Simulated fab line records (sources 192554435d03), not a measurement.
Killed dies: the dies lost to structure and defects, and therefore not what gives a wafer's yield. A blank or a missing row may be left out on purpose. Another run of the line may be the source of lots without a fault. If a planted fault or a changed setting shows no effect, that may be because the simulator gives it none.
2 desks looking at one fault / flow n5-finfet / only its own numbers are on each desk; what lay behind them is given at the end

METROLOGY DESK
What the gauges read, lot by lot, whatever tool the lot ran on: means of the sampled wafers that have a number. A lot is out of limits, marked OUT, if its mean lies more than 4 standard deviations from the usual mean; the brackets give that distance.
Columns: A = cd-nm at N5_PASSIVATION_CD_MEAS_44, usual 40000 nm
lot=L571; first seen here=day 11 08:43; A=40005
lot=L572; first seen here=day 11 23:22; A=39999
lot=L573; first seen here=day 12 11:25; A=40003
lot=L575; first seen here=day 13 02:31; A=40001
lot=L582; first seen here=day 15 03:04; A=40001
lot=L587; first seen here=day 15 19:17; A=39999
lot=L585; first seen here=day 15 23:45; A=40001
lot=L588; first seen here=day 16 19:40; A=40000
lot=L594; first seen here=day 17 21:50; A=39999
lot=L590; first seen here=day 17 22:44; A=40000
lot=L593; first seen here=day 18 02:54; A=39999
This desk's finding: nothing out of limits on any of the 11 lots.

AT THE TOOL OWNER'S DESK: rie-diel-04
The tool's own readings at N5_HKMG_FIN_ETCH_86 (etches SOC in N2/H2, stops on TiN, target depth 393.2 nm): means of the sampled wafers that have a number, for each lot that ran on this tool. A lot is out of limits, marked OUT, if its mean lies more than 4 standard deviations from the usual mean; the brackets give that distance.
Columns: A = drypump-motor-current-A at N5_HKMG_FIN_ETCH_86, usual 5.9 A; B = oes-product-au at N5_HKMG_FIN_ETCH_86, usual 0.77 a.u.; C = rf-vpp-V at N5_HKMG_FIN_ETCH_86, usual 241.1 V; D = showerhead-plenum-p-Torr at N5_HKMG_FIN_ETCH_86, usual 2.58 Torr; E = throttle-valve-pct at N5_HKMG_FIN_ETCH_86, usual 17.9 %
lot=L571; first seen here=day 4 05:09; A=6.2; B=0.77; C=241.2; D=2.56; E=18.2
lot=L572; first seen here=day 4 12:30; A=6.3; B=0.72; C=241.5; D=2.61; E=18.1
lot=L573; first seen here=day 4 18:40; A=6.2; B=0.75; C=240.9; D=2.58; E=18.1
lot=L582; first seen here=day 6 22:11; A=6.2; B=0.74; C=241.5; D=2.57; E=18.1
lot=L593; first seen here=day 10 00:31; A=6.2; B=0.82; C=240.6; D=2.56; E=18.2
This desk's finding: nothing out of limits on any of the 5 lots.

ALL TOGETHER
Metrology desk: nothing out of limits seen.
Nothing out of limits was seen by the tool owner's desk.

WHAT THE SIMULATOR HAD PUT IN
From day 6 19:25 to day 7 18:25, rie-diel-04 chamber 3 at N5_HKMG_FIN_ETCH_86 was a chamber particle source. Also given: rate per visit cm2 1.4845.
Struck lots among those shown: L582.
